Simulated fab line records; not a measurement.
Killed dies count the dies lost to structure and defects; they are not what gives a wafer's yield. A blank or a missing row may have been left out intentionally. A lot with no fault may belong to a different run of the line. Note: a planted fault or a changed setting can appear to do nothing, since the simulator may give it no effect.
Matching of chambers	flow nand-harc	4 sister chambers for NHARC_P_CONTACT_CMP_24 on cmp-02
The step polishes, t overpolish 30 s, target thk 200 nm. 16 wafers are shown with their chamber, then 8 later ones without.

## EACH WAFER AND ITS CHAMBER
wafer	chamber	motor-current-A (A)	edge-zone-pressure-frac	retaining-ring-pressure-frac
L078.1	3	10.8	0.998	0.996
L078.2	2	11.8	1.004	0.998
L078.6	0	12.5	1.005	1.003
L080.2	2	12.3	1.001	1.001
L080.5	0	12.6	1.003	0.997
L080.6	1	10.8	0.999	0.997
L083.4	0	12.6	1.001	0.995
L083.5	0	12.5	0.998	1.005
L083.6	3	11.1	1.000	1.002
L085.2	3	10.4	0.997	0.995
L085.4	0	12.7	1.001	1.000
L085.6	1	11.9	0.998	0.993
L089.3	0	12.7	0.994	1.001
L089.4	1	11.9	0.996	1.001
L089.6	2	12.4	1.008	1.004
L092.1	2	12.0	0.996	1.000

SIGNATURES, as means of the wafers listed above
reading	chamber 0	chamber 1	chamber 2	chamber 3	scatter within a chamber
motor-current-A	12.600	11.533	12.125	10.767	0.332
edge-zone-pressure-frac	1.00033	0.99767	1.00225	0.99833	0.00367
retaining-ring-pressure-frac	1.00017	0.99700	1.00075	0.99767	0.00351
Rule: distance of a wafer from a chamber = root of the sum over the readings of ((wafer's reading minus chamber's mean) / reading's scatter) squared. If the next closest chamber is less than 2 further off than the closest, the wafer can't be placed; otherwise it belongs to the closest. The scatter: the root of (the sum of the squares of (reading less its chamber's mean) over the shown wafers, divided by (wafers less chambers)).

## WAFERS WITHOUT THEIR CHAMBER
wafer	motor-current-A (A)	edge-zone-pressure-frac	retaining-ring-pressure-frac
L092.5	10.5	1.003	0.995
L092.6	12.1	1.003	1.003
L094.2	12.0	0.996	1.007
L094.3	12.4	0.993	1.004
L094.6	12.2	0.997	1.002
L096.3	12.7	1.008	0.995
L096.4	11.0	0.995	0.995
L096.6	11.5	0.996	1.000

## WHICH CHAMBER EACH ONE RAN IN
wafer	from the rows above	in truth
L092.5	can't be placed: 3 or 1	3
L092.6	can't be placed: 2 or 0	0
L094.2	can't be placed: 2 or 0 or 1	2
L094.3	can't be placed: 0 or 2 or 1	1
L094.6	can't be placed: 2 or 0 or 1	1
L096.3	can't be placed: 0 or 2 or 1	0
L096.4	can't be placed: 3 or 1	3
L096.6	can't be placed: 1 or 3 or 2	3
Correct placement for 0 of the 8. Not placeable from these rows: 8 (in 8, the candidates include the true chamber). Wrongly placed: 0.
